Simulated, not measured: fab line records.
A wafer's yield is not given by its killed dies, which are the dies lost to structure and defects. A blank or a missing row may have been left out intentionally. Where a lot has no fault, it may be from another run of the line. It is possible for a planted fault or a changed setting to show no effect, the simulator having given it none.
Matching of chambers + flow n5Finfet + rieDiel-05 running N5_BEOL_M6_ETCH_61: 4 sister chambers
The step etches SiARC in CF4, target depth 45.5 nm, time 75.8 s. 4 wafers are shown with their chamber, then 12 later ones without.

WAFERS, EACH WITH ITS CHAMBER
| wafer  | chamber | throttleValvePct (%) |
|--------|---------|----------------------|
| L086.3 | 2       | 15.44                |
| L085.2 | 1       | 15.75                |
| L085.4 | 0       | 15.91                |
| L085.5 | 3       | 15.43                |

WAFERS MISSING THEIR CHAMBER
| wafer  | throttleValvePct (%) |
|--------|----------------------|
| L087.3 | 15.44                |
| L087.4 | 15.74                |
| L087.5 | 15.45                |
| L089.1 | 15.47                |
| L089.5 | 15.45                |
| L089.6 | 15.94                |
| L091.1 | 15.93                |
| L091.2 | 15.49                |
| L091.6 | 15.77                |
| L095.2 | 15.95                |
| L095.3 | 15.50                |
| L095.5 | 15.48                |

EACH ONE'S CHAMBER
| wafer  | from the rows above     | in truth |
|--------|-------------------------|----------|
| L087.3 | can't be placed: 2 or 3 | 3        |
| L087.4 | 1                       | 1        |
| L087.5 | can't be placed: 2 or 3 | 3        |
| L089.1 | can't be placed: 2 or 3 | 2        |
| L089.5 | can't be placed: 2 or 3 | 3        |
| L089.6 | 0                       | 0        |
| L091.1 | 0                       | 0        |
| L091.2 | can't be placed: 2 or 3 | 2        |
| L091.6 | 1                       | 1        |
| L095.2 | 0                       | 0        |
| L095.3 | can't be placed: 2 or 3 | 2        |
| L095.5 | can't be placed: 2 or 3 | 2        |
Correct placement for 5 of the 12. From these rows, 7 cannot be placed; in 7 the true chamber is one of the candidates. Placed wrongly: 0.
How it was worked out, from the rows above alone: a wafer's distance from a chamber is the root of the sum, over the readings, of the square of ((its reading less the chamber's mean) divided by the reading's scatter). If the next closest chamber is less than 2 further off than the closest, the wafer can't be placed; otherwise it belongs to the closest. The mean given for a chamber averages the wafers shown for that chamber. The scatter: with one shown wafer a chamber, the root of the mean of the squares of how far each hidden wafer lies from its nearest shown one.
